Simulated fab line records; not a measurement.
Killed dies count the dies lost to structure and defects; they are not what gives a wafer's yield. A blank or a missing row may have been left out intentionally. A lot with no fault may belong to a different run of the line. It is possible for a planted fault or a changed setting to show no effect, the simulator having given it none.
Which tool did it? / flow nand_harc / 33 wafers from 11 lots sampled at 5 of the route's 1302 steps

== WHAT EACH GAUGE READ, for each wafer ==
NHARC_END_SORT_01. Usual: killed_at_array 62, standard deviation 16; killed_at_other 0.8, standard deviation 1.1; killed_at_periphery 4, standard deviation 3.2; killed_dies 67, standard deviation 16; killed_open 3.5, standard deviation 1.9; killed_short 2.1, standard deviation 1.5.
lot=L693; measured=day 29 00:13; on=prober-02; killed_at_array=659 72 68; killed_at_other=1 2 2; killed_at_periphery=2 2 4; killed_dies=662 76 74; killed_open=4 5 3; killed_short=0 4 1; flag=OFF
lot=L696; measured=day 30 02:01; on=prober-02; killed_at_array=61 57 667; killed_at_other=0 0 0; killed_at_periphery=5 3 3; killed_dies=66 60 670; killed_open=5 4 5; killed_short=4 0 6; flag=OFF

== TOOL THAT RAN EACH LOT (tool first, then ch and the chambers of the sampled wafers, then the start) ==
lot=L683; NHARC_A_CHANNEL_FILL_D2_ALD_02=ald_hk-04 ch 0,1, day 14 08:15; NHARC_A_CHANNEL_FILL_D2_ETCHBACK_19=rie_si-03 ch 0,1,3, day 15 07:40; NHARC_A_CHANNEL_FILL_D2_ETCHBACK_20=rie_diel-03 ch 0,1,3, day 15 07:47; NHARC_A_CHANNEL_FILL_D2_STRIP_29=rie_diel-12 ch 0,3, no start
lot=L685; NHARC_A_CHANNEL_FILL_D2_ALD_02=ald_hk-04 ch 0,2,3, day 15 04:05; NHARC_A_CHANNEL_FILL_D2_ETCHBACK_19=rie_si-06 ch 1,2,3, day 16 03:43; NHARC_A_CHANNEL_FILL_D2_ETCHBACK_20=rie_diel-08 ch 0,1,3, day 16 03:52; NHARC_A_CHANNEL_FILL_D2_STRIP_29=rie_diel-08 ch 0,3, no start
lot=L687; NHARC_A_CHANNEL_FILL_D2_ALD_02=ald_hk-03 ch 0,1,3, day 16 04:06; NHARC_A_CHANNEL_FILL_D2_ETCHBACK_19=rie_si-04 ch 0,3, day 17 04:13; NHARC_A_CHANNEL_FILL_D2_ETCHBACK_20=rie_diel-12 ch 0,2,3, day 17 04:20; NHARC_A_CHANNEL_FILL_D2_STRIP_29=rie_diel-08 ch 1,2,3, no start
lot=L689; NHARC_A_CHANNEL_FILL_D2_ALD_02=ald_hk-03 ch 1,2, day 16 19:42; NHARC_A_CHANNEL_FILL_D2_ETCHBACK_19=rie_si-06 ch 0,2, day 17 20:07; NHARC_A_CHANNEL_FILL_D2_ETCHBACK_20=rie_diel-12 ch 1,3, day 17 20:14; NHARC_A_CHANNEL_FILL_D2_STRIP_29=rie_diel-12 ch 0,2,3, no start
lot=L690; NHARC_A_CHANNEL_FILL_D2_ALD_02=ald_hk-03 ch 1,2,3, day 17 20:31; NHARC_A_CHANNEL_FILL_D2_ETCHBACK_19=rie_si-03 ch 0,1,3, day 18 21:01; NHARC_A_CHANNEL_FILL_D2_ETCHBACK_20=rie_diel-08 ch 0,1, day 18 21:07; NHARC_A_CHANNEL_FILL_D2_STRIP_29=rie_diel-08 ch 0,3, no start
lot=L693; NHARC_A_CHANNEL_FILL_D2_ALD_02=ald_hk-04 ch 0,2,3, day 18 06:26; NHARC_A_CHANNEL_FILL_D2_ETCHBACK_19=rie_si-03 ch 1,2,3, day 19 06:39; NHARC_A_CHANNEL_FILL_D2_ETCHBACK_20=rie_diel-08 ch 0,3, day 19 06:47; NHARC_A_CHANNEL_FILL_D2_STRIP_29=rie_diel-12 ch 0,1,2, day 29 00:13 or earlier
lot=L696; NHARC_A_CHANNEL_FILL_D2_ALD_02=ald_hk-03 ch 0,1,3, day 19 10:21; NHARC_A_CHANNEL_FILL_D2_ETCHBACK_19=rie_si-03 ch 0,1,2, day 20 11:19; NHARC_A_CHANNEL_FILL_D2_ETCHBACK_20=rie_diel-08 ch 0,1,2, day 20 11:25; NHARC_A_CHANNEL_FILL_D2_STRIP_29=rie_diel-12 ch 1,2,3, day 30 02:01 or earlier
lot=L702; NHARC_A_CHANNEL_FILL_D2_ALD_02=ald_hk-01 ch 0,1,3, day 21 20:34; NHARC_A_CHANNEL_FILL_D2_ETCHBACK_19=rie_si-06 ch 0,2,3, day 22 21:37; NHARC_A_CHANNEL_FILL_D2_ETCHBACK_20=rie_diel-12 ch 0,1,2, day 22 21:43; NHARC_A_CHANNEL_FILL_D2_STRIP_29=rie_diel-08 ch 0,1,3, no start
lot=L701; NHARC_A_CHANNEL_FILL_D2_ALD_02=ald_hk-03 ch 0,1, day 22 18:53; NHARC_A_CHANNEL_FILL_D2_ETCHBACK_19=rie_si-03 ch 0,1,2, day 23 18:53; NHARC_A_CHANNEL_FILL_D2_ETCHBACK_20=rie_diel-03 ch 0,3, day 23 18:59; NHARC_A_CHANNEL_FILL_D2_STRIP_29=rie_diel-08 ch 2,3, no start
lot=L704; NHARC_A_CHANNEL_FILL_D2_ALD_02=ald_hk-03 ch 0,1,2, day 23 10:11; NHARC_A_CHANNEL_FILL_D2_ETCHBACK_19=rie_si-04 ch 2,3, day 24 07:03; NHARC_A_CHANNEL_FILL_D2_ETCHBACK_20=rie_diel-03 ch 2,3, day 24 07:11; NHARC_A_CHANNEL_FILL_D2_STRIP_29=rie_diel-12 ch 0,2,3, day 25 04:03
lot=L703; NHARC_A_CHANNEL_FILL_D2_ALD_02=ald_hk-01 ch 1,2, day 23 11:01; NHARC_A_CHANNEL_FILL_D2_ETCHBACK_19=rie_si-03 ch 0,2, day 24 07:03; NHARC_A_CHANNEL_FILL_D2_ETCHBACK_20=rie_diel-03 ch 1,2, day 24 07:15; NHARC_A_CHANNEL_FILL_D2_STRIP_29=rie_diel-03 ch 0,3, no start
- NHARC_A_CHANNEL_FILL_D2_ALD_02: deposits SiO2, target thk 6 nm, pulse time 10 s, ald cycles 60.
- NHARC_A_CHANNEL_FILL_D2_ETCHBACK_19: etches the open film in HBr/Cl2, target depth 5 nm, time 1.7 s.
- NHARC_A_CHANNEL_FILL_D2_ETCHBACK_20: etches the open film in C4F8/O2/Ar, target depth 27 nm, time 13.5 s.
- NHARC_A_CHANNEL_FILL_D2_STRIP_29: strips in O2, time 20 s.

== WHAT THE TOOLS THEMSELVES READ (means of the sampled wafers that have a number; where no wafer has one, the mark that the record gives instead) ==
NHARC_A_CHANNEL_FILL_D2_ALD_02. Usual: heater_power_w 486 W, standard deviation 54; precursor_pulse_height_rel 1.000, standard deviation 0.02.
lot=L683; tool=ald_hk-04; heater_power_w (W)=514; precursor_pulse_height_rel=1.009; flag=
lot=L685; tool=ald_hk-04; heater_power_w (W)=526; precursor_pulse_height_rel=1.002; flag=
lot=L687; tool=ald_hk-03; heater_power_w (W)=465; precursor_pulse_height_rel=1.012; flag=
lot=L689; tool=ald_hk-03; heater_power_w (W)=440; precursor_pulse_height_rel=0.981; flag=
lot=L690; tool=ald_hk-03; heater_power_w (W)=474; precursor_pulse_height_rel=1.013; flag=
lot=L693; tool=ald_hk-04; heater_power_w (W)=517; precursor_pulse_height_rel=1.006; flag=
lot=L696; tool=ald_hk-03; heater_power_w (W)=494; precursor_pulse_height_rel=0.986; flag=
lot=L702; tool=ald_hk-01; heater_power_w (W)=439; precursor_pulse_height_rel=0.982; flag=
lot=L701; tool=ald_hk-03; heater_power_w (W)=490; precursor_pulse_height_rel=1.009; flag=
lot=L704; tool=ald_hk-03; heater_power_w (W)=471; precursor_pulse_height_rel=1.002; flag=
lot=L703; tool=ald_hk-01; heater_power_w (W)=418; precursor_pulse_height_rel=0.997; flag=

NHARC_A_CHANNEL_FILL_D2_ETCHBACK_19. Usual: bias_w 100.1 W, standard deviation 0.33; chamber_pressure_mTorr 15.003 mTorr, standard deviation 0.014; drypump_motor_current_A 5.6 A, standard deviation 0.35; oes_product_au 0.999 a.u., standard deviation 0.0075; throttle_valve_pct 26.406 %, standard deviation 0.0085.
lot=L683; tool=rie_si-03; bias_w (W)=100.0; chamber_pressure_mTorr (mTorr)=15.022; drypump_motor_current_A (A)=5.7; oes_product_au (a.u.)=1.000; throttle_valve_pct (%)=26.414; flag=
lot=L685; tool=rie_si-06; bias_w (W)=100.4; chamber_pressure_mTorr (mTorr)=15.011; drypump_motor_current_A (A)=5.6; oes_product_au (a.u.)=1.005; throttle_valve_pct (%)=26.413; flag=
lot=L687; tool=rie_si-04; bias_w (W)=100.1; chamber_pressure_mTorr (mTorr)=15.002; drypump_motor_current_A (A)=5.8; oes_product_au (a.u.)=0.996; throttle_valve_pct (%)=26.400; flag=
lot=L689; tool=rie_si-06; bias_w (W)=100.1; chamber_pressure_mTorr (mTorr)=15.003; drypump_motor_current_A (A)=5.5; oes_product_au (a.u.)=1.000; throttle_valve_pct (%)=26.411; flag=
lot=L690; tool=rie_si-03; bias_w (W)=99.7; chamber_pressure_mTorr (mTorr)=15.011; drypump_motor_current_A (A)=5.6; oes_product_au (a.u.)=0.980; throttle_valve_pct (%)=26.409; flag=
lot=L693; tool=rie_si-03; bias_w (W)=100.0; chamber_pressure_mTorr (mTorr)=15.001; drypump_motor_current_A (A)=5.6; oes_product_au (a.u.)=0.997; throttle_valve_pct (%)=26.407; flag=
lot=L696; tool=rie_si-03; bias_w (W)=99.7; chamber_pressure_mTorr (mTorr)=14.997; drypump_motor_current_A (A)=5.4; oes_product_au (a.u.)=1.001; throttle_valve_pct (%)=26.403; flag=
lot=L702; tool=rie_si-06; bias_w (W)=100.2; chamber_pressure_mTorr (mTorr)=14.999; drypump_motor_current_A (A)=5.5; oes_product_au (a.u.)=1.001; throttle_valve_pct (%)=26.400; flag=
lot=L701; tool=rie_si-03; bias_w (W)=99.8; chamber_pressure_mTorr (mTorr)=15.001; drypump_motor_current_A (A)=5.4; oes_product_au (a.u.)=0.999; throttle_valve_pct (%)=26.412; flag=
lot=L704; tool=rie_si-04; bias_w (W)=99.9; chamber_pressure_mTorr (mTorr)=15.005; drypump_motor_current_A (A)=6.1; oes_product_au (a.u.)=0.991; throttle_valve_pct (%)=26.395; flag=
lot=L703; tool=rie_si-03; bias_w (W)=99.7; chamber_pressure_mTorr (mTorr)=15.004; drypump_motor_current_A (A)=5.2; oes_product_au (a.u.)=1.005; throttle_valve_pct (%)=26.419; flag=

NHARC_A_CHANNEL_FILL_D2_ETCHBACK_20. Usual: bias_w 1499 W, standard deviation 4.3; chamber_pressure_mTorr 25.000 mTorr, standard deviation 0.022; oes_product_au 0.987 a.u., standard deviation 0.023; rf_vpp_V 979 V, standard deviation 4.7; run_length_s 34.5 s, standard deviation 0.33.
lot=L683; tool=rie_diel-03; bias_w (W)=1502; chamber_pressure_mTorr (mTorr)=25.021; oes_product_au (a.u.)=0.975; rf_vpp_V (V)=983; run_length_s (s)=34.2; flag=
lot=L685; tool=rie_diel-08; bias_w (W)=1496; chamber_pressure_mTorr (mTorr)=24.989; oes_product_au (a.u.)=1.009; rf_vpp_V (V)=976; run_length_s (s)=34.3; flag=
lot=L687; tool=rie_diel-12; bias_w (W)=1498; chamber_pressure_mTorr (mTorr)=25.003; oes_product_au (a.u.)=0.993; rf_vpp_V (V)=983; run_length_s (s)=34.6; flag=
lot=L689; tool=rie_diel-12; bias_w (W)=1498; chamber_pressure_mTorr (mTorr)=25.002; oes_product_au (a.u.)=0.929; rf_vpp_V (V)=984; run_length_s (s)=34.4; flag=
lot=L690; tool=rie_diel-08; bias_w (W)=1495; chamber_pressure_mTorr (mTorr)=24.999; oes_product_au (a.u.)=0.954; rf_vpp_V (V)=978; run_length_s (s)=34.4; flag=
lot=L693; tool=rie_diel-08; bias_w (W)=1499; chamber_pressure_mTorr (mTorr)=24.986; oes_product_au (a.u.)=0.990; rf_vpp_V (V)=978; run_length_s (s)=32.9; flag=OFF
lot=L696; tool=rie_diel-08; bias_w (W)=1496; chamber_pressure_mTorr (mTorr)=25.022; oes_product_au (a.u.)=0.997; rf_vpp_V (V)=976; run_length_s (s)=32.9; flag=OFF
lot=L702; tool=rie_diel-12; bias_w (W)=1497; chamber_pressure_mTorr (mTorr)=24.991; oes_product_au (a.u.)=1.005; rf_vpp_V (V)=978; run_length_s (s)=34.6; flag=
lot=L701; tool=rie_diel-03; bias_w (W)=1502; chamber_pressure_mTorr (mTorr)=24.995; oes_product_au (a.u.)=1.000; rf_vpp_V (V)=982; run_length_s (s)=34.5; flag=
lot=L704; tool=rie_diel-03; bias_w (W)=1495; chamber_pressure_mTorr (mTorr)=25.005; oes_product_au (a.u.)=1.005; rf_vpp_V (V)=978; run_length_s (s)=34.7; flag=
lot=L703; tool=rie_diel-03; bias_w (W)=1503; chamber_pressure_mTorr (mTorr)=25.012; oes_product_au (a.u.)=1.002; rf_vpp_V (V)=978; run_length_s (s)=34.8; flag=

NHARC_A_CHANNEL_FILL_D2_STRIP_29. Usual: chamber_pressure_mTorr 60.00 mTorr, standard deviation 0.078; drypump_motor_current_A 5.7 A, standard deviation 0.4; oes_product_au 0.998 a.u., standard deviation 0.0069; rf_vpp_V 57.8 V, standard deviation 0.76; showerhead_plenum_p_Torr 3.54 Torr, standard deviation 0.12; throttle_valve_pct 17.037 %, standard deviation 0.0086.
lot=L683; tool=rie_diel-12; chamber_pressure_mTorr (mTorr)=60.06; drypump_motor_current_A (A)=5.6; oes_product_au (a.u.)=0.989; rf_vpp_V (V)=58.7; showerhead_plenum_p_Torr (Torr)=3.75; throttle_valve_pct (%)=17.030; flag=
lot=L685; tool=rie_diel-08; chamber_pressure_mTorr (mTorr)=60.01; drypump_motor_current_A (A)=5.5; oes_product_au (a.u.)=0.992; rf_vpp_V (V)=57.2; showerhead_plenum_p_Torr (Torr)=3.52; throttle_valve_pct (%)=17.037; flag=
lot=L687; tool=rie_diel-08; chamber_pressure_mTorr (mTorr)=60.01; drypump_motor_current_A (A)=5.4; oes_product_au (a.u.)=0.997; rf_vpp_V (V)=57.7; showerhead_plenum_p_Torr (Torr)=3.47; throttle_valve_pct (%)=17.034; flag=
lot=L689; tool=rie_diel-12; chamber_pressure_mTorr (mTorr)=59.99; drypump_motor_current_A (A)=5.9; oes_product_au (a.u.)=0.993; rf_vpp_V (V)=57.8; showerhead_plenum_p_Torr (Torr)=3.65; throttle_valve_pct (%)=17.048; flag=
lot=L690; tool=rie_diel-08; chamber_pressure_mTorr (mTorr)=60.02; drypump_motor_current_A (A)=5.8; oes_product_au (a.u.)=1.007; rf_vpp_V (V)=58.1; showerhead_plenum_p_Torr (Torr)=3.52; throttle_valve_pct (%)=17.034; flag=
lot=L693; tool=rie_diel-12; chamber_pressure_mTorr (mTorr)=59.99; drypump_motor_current_A (A)=6.1; oes_product_au (a.u.)=0.996; rf_vpp_V (V)=58.0; showerhead_plenum_p_Torr (Torr)=3.54; throttle_valve_pct (%)=17.037; flag=
lot=L696; tool=rie_diel-12; chamber_pressure_mTorr (mTorr)=59.99; drypump_motor_current_A (A)=5.8; oes_product_au (a.u.)=1.000; rf_vpp_V (V)=58.4; showerhead_plenum_p_Torr (Torr)=3.56; throttle_valve_pct (%)=17.027; flag=
lot=L702; tool=rie_diel-08; chamber_pressure_mTorr (mTorr)=60.02; drypump_motor_current_A (A)=5.6; oes_product_au (a.u.)=0.996; rf_vpp_V (V)=58.1; showerhead_plenum_p_Torr (Torr)=3.49; throttle_valve_pct (%)=17.035; flag=
lot=L701; tool=rie_diel-08; chamber_pressure_mTorr (mTorr)=59.94; drypump_motor_current_A (A)=5.3; oes_product_au (a.u.)=0.998; rf_vpp_V (V)=56.9; showerhead_plenum_p_Torr (Torr)=3.50; throttle_valve_pct (%)=17.046; flag=
lot=L704; tool=rie_diel-12; chamber_pressure_mTorr (mTorr)=59.98; drypump_motor_current_A (A)=5.9; oes_product_au (a.u.)=0.999; rf_vpp_V (V)=57.8; showerhead_plenum_p_Torr (Torr)=3.65; throttle_valve_pct (%)=17.040; flag=
lot=L703; tool=rie_diel-03; chamber_pressure_mTorr (mTorr)=59.98; drypump_motor_current_A (A)=5.7; oes_product_au (a.u.)=0.995; rf_vpp_V (V)=57.7; showerhead_plenum_p_Torr (Torr)=3.58; throttle_valve_pct (%)=17.045; flag=

== THE ANSWER, worked out from the rows above alone ==
Rule: a lot counts as off when the mean over its wafers that have a number is more than 3 standard deviations away from the usual mean. Also off: a lot with no number at a reading for which 4 or more lots have one. The other lots that the step has rows for count as sound. Order of review: gauges by route order, followed by the tools' own readings, for which a lot's mean as printed above is used. At the first step where some lot is off, the reading lying furthest off is the one used; lots without a number count as furthest.
Off: L693, L696 (NHARC_END_SORT_01, killed_at_array). Neither off nor sound, because the step has no rows for them: L683, L685, L687, L689, L690, L702, L701, L704, L703.
A tool fits if, at a process step before that reading, it ran every lot that is off, and no sound lot after the first of them. The gauges at NHARC_END_SORT_01 aren't tried: what is off there is off at NHARC_A_CHANNEL_FILL_D2_ETCHBACK_20 too, on other tools, and a gauge's error can't cause that. With no start given for some of its lots, NHARC_A_CHANNEL_FILL_D2_STRIP_29 uses the hours and lot order of NHARC_END_SORT_01. Can't be told from this: 3 tools fit, rie_si-03 at NHARC_A_CHANNEL_FILL_D2_ETCHBACK_19, rie_diel-08 at NHARC_A_CHANNEL_FILL_D2_ETCHBACK_20, rie_diel-12 at NHARC_A_CHANNEL_FILL_D2_STRIP_29.

== WHAT HAD BEEN PUT IN BY THE SIMULATOR ==
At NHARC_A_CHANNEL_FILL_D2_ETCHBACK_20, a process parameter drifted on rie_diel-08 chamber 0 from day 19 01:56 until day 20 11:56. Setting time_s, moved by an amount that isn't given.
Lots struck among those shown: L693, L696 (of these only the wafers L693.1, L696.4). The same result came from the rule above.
